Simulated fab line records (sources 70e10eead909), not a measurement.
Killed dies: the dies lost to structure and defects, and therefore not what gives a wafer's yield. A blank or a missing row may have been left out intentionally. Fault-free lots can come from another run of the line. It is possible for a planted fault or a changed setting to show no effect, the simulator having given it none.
Which tool is to blame? | flow nand_harc | Sampling: 11 lots, 30 wafers, 3 of 1159 route steps

## WHAT THE GAUGES SHOWED, per wafer
NHARC_A_ONON_D1_THK_MEAS_34: measures by ellipsometry. Usual: thk_nm reads 200.7 nm (standard deviation 2.9).
lot  | measured     | on            | thk_nm (nm)             | flag
L395 | day 8 10:47  | film_metro-02 | 196.7 198.0 202.6       |
L397 | day 8 17:37  | film_metro-02 | 198.8 201.6 203.1       |
L398 | day 8 17:37  | film_metro-01 | 195.2 199.6 200.5       |
L396 | day 8 17:33  | film_metro-01 | 200.7 206.0 205.7       |
L402 | day 10 02:55 | film_metro-02 | 198.2 202.3 198.9       |
L401 | day 10 03:30 | film_metro-01 | 201.4 201.6 206.6       |
L404 | day 10 14:04 | film_metro-02 | 201.3 201.0 199.9       |
L406 | day 11 04:51 | film_metro-01 | 182.5 185.1             | OFF
L408 | day 11 20:25 | film_metro-02 | 201.0 185.8 198.5 182.6 | OFF
L414 | day 12 16:15 | film_metro-01 | 200.0 204.0 206.3       |
L415 | day 13 03:14 | film_metro-01 | 198.6 200.6 202.8       |

## WHICH TOOL RAN EACH LOT (tool, then ch and the chambers of the sampled wafers, then the start)
lot  | NHARC_P_BONDPAD_CMP_19        | NHARC_A_ONON_D1_DEP_33
L395 | cmp-03 ch 0,1,3, day 6 21:39  | pecvd-03 ch 0,1,2, day 8 10:25
L397 | cmp-03 ch 0,1,3, day 7 04:23  | pecvd-03 ch 0,1,2, day 8 17:11
L398 | cmp-02 ch 0,1,2, day 7 05:14  | pecvd-02 ch 0,1,2, day 8 17:16
L396 | cmp-02 ch 0,2,3, day 7 05:49  | pecvd-01 ch 1,2, day 8 17:10
L402 | cmp-02 ch 0,2, day 8 09:03    | pecvd-03 ch 0,2, day 10 02:34
L401 | cmp-02 ch 0,2, day 8 11:19    | pecvd-03 ch 0,2, day 10 03:06
L404 | cmp-04 ch 1,2,3, day 8 21:53  | pecvd-03 ch 0,1,2, day 10 13:39
L406 | cmp-02 ch 3, day 9 16:13      | pecvd-03 ch 2, day 11 04:29
L408 | cmp-02 ch 2,3, day 10 08:14   | pecvd-03 ch 0,2, day 11 20:00
L414 | cmp-02 ch 1,2,3, day 11 03:51 | pecvd-02 ch 0,1,2, day 12 15:50
L415 | cmp-04 ch 0,2,3, day 11 14:19 | pecvd-01 ch 0,1,2, day 13 02:49
- NHARC_P_BONDPAD_CMP_19: polishes, t overpolish 30 s, cu recess touch 16 s, target thk 160.81 nm.
- NHARC_A_ONON_D1_DEP_33: deposits SiO2, target thk 200 nm.

## AS READ BY THE TOOLS THEMSELVES (means over the sampled wafers that have a number; for cases with no such wafer, the mark the record gives instead)
NHARC_P_BONDPAD_CMP_19. Usual: motor_current_A 12.0 A, standard deviation 1.7; overpolish_run_s 30.000 s, standard deviation 0.0095; slurry_flow_ml_min 150.0, standard deviation 0.46.
lot  | tool   | motor_current_A (A) | overpolish_run_s (s) | slurry_flow_ml_min | flag
L395 | cmp-03 | 11.7                | 29.996               | 150.1              |
L397 | cmp-03 | 12.2                | 30.010               | 149.9              |
L398 | cmp-02 | 12.8                | 30.003               | 150.0              |
L396 | cmp-02 | 12.2                | 30.009               | 150.3              |
L402 | cmp-02 | 13.1                | 30.002               | 150.4              |
L401 | cmp-02 | 13.3                | 30.003               | 150.3              |
L404 | cmp-04 | 10.2                | 29.998               | 149.9              |
L406 | cmp-02 | 10.6                | 30.004               | 150.3              |
L408 | cmp-02 | 12.7                | 30.002               | 150.4              |
L414 | cmp-02 | 12.8                | 29.993               | 150.1              |
L415 | cmp-04 | 11.4                | 30.004               | 150.7              |

NHARC_A_ONON_D1_DEP_33. Usual: heater_power_w 616 W, standard deviation 87; mfc_precursor_sccm 161.4 sccm, standard deviation 0.48; rf_fwd_power_W 898 W, standard deviation 3; susceptor_temp_C 400.04 C, standard deviation 0.21; throttle_valve_pct 15.9 %, standard deviation 0.44.
lot  | tool     | heater_power_w (W) | mfc_precursor_sccm (sccm) | rf_fwd_power_W (W) | susceptor_temp_C (C) | throttle_valve_pct (%) | flag
L395 | pecvd-03 | 656                | 161.3                     | 897                | 399.99               | 16.0                   |
L397 | pecvd-03 | 650                | 161.4                     | 898                | 399.98               | 15.7                   |
L398 | pecvd-02 | 672                | 161.5                     | 900                | 399.99               | 15.7                   |
L396 | pecvd-01 | 492                | 161.6                     | 898                | 399.97               | 16.0                   |
L402 | pecvd-03 | 619                | 162.0                     | 898                | 400.00               | 16.4                   |
L401 | pecvd-03 | 642                | 161.3                     | 900                | 400.04               | 16.3                   |
L404 | pecvd-03 | 636                | 161.1                     | 898                | 400.20               | 16.1                   |
L406 | pecvd-03 | 511                | 148.2                     | 898                | 399.83               | 15.7                   | OFF
L408 | pecvd-03 | 625                | 155.2                     | 898                | 400.00               | 16.1                   | OFF
L414 | pecvd-02 | 648                | 161.3                     | 897                | 400.05               | 15.9                   |
L415 | pecvd-01 | 565                | 161.7                     | 899                | 400.18               | 15.6                   |

## THE ANSWER, worked out from the rows above alone
Rule: lot off if the mean of its wafers having a number is beyond 3 standard deviations from the usual mean. A lot without any number at a reading at which 4 lots or more have one is off too. Any other lot the step has rows for is counted as sound. After the gauges, taken in route order, come the tools' own readings; for these a lot's mean is taken, as printed above. The first step at which some lot is off is used, and at that step the reading that is off furthest; a lot without a number counts as furthest.
Off, at NHARC_A_ONON_D1_THK_MEAS_34 on thk_nm: L406, L408.
If a tool, at a process step before that reading, ran all the lots that are off and no sound lot after the first of them, it fits. The gauges at NHARC_A_ONON_D1_THK_MEAS_34 aren't tried: what is off there is off at NHARC_A_ONON_D1_DEP_33 too, on other tools, and a gauge's error can't cause that. One candidate fits, namely pecvd-03 at NHARC_A_ONON_D1_DEP_33. A fault onset in the window from L404 (day 10 13:39, its last sound lot) to L406 (day 11 04:29, its first lot off) fits.
On the lots that are off, the tool's own readings at NHARC_A_ONON_D1_DEP_33 differ by more than 5 times the standard deviation of the sound lots' means, which bears it out; mfc_precursor_sccm reads 151.7 sccm there versus 161.5 sccm on the sound lots.

## WHAT THE SIMULATOR PUT IN
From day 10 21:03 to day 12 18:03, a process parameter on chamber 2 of pecvd-03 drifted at NHARC_A_ONON_D1_DEP_33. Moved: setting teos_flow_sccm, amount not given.
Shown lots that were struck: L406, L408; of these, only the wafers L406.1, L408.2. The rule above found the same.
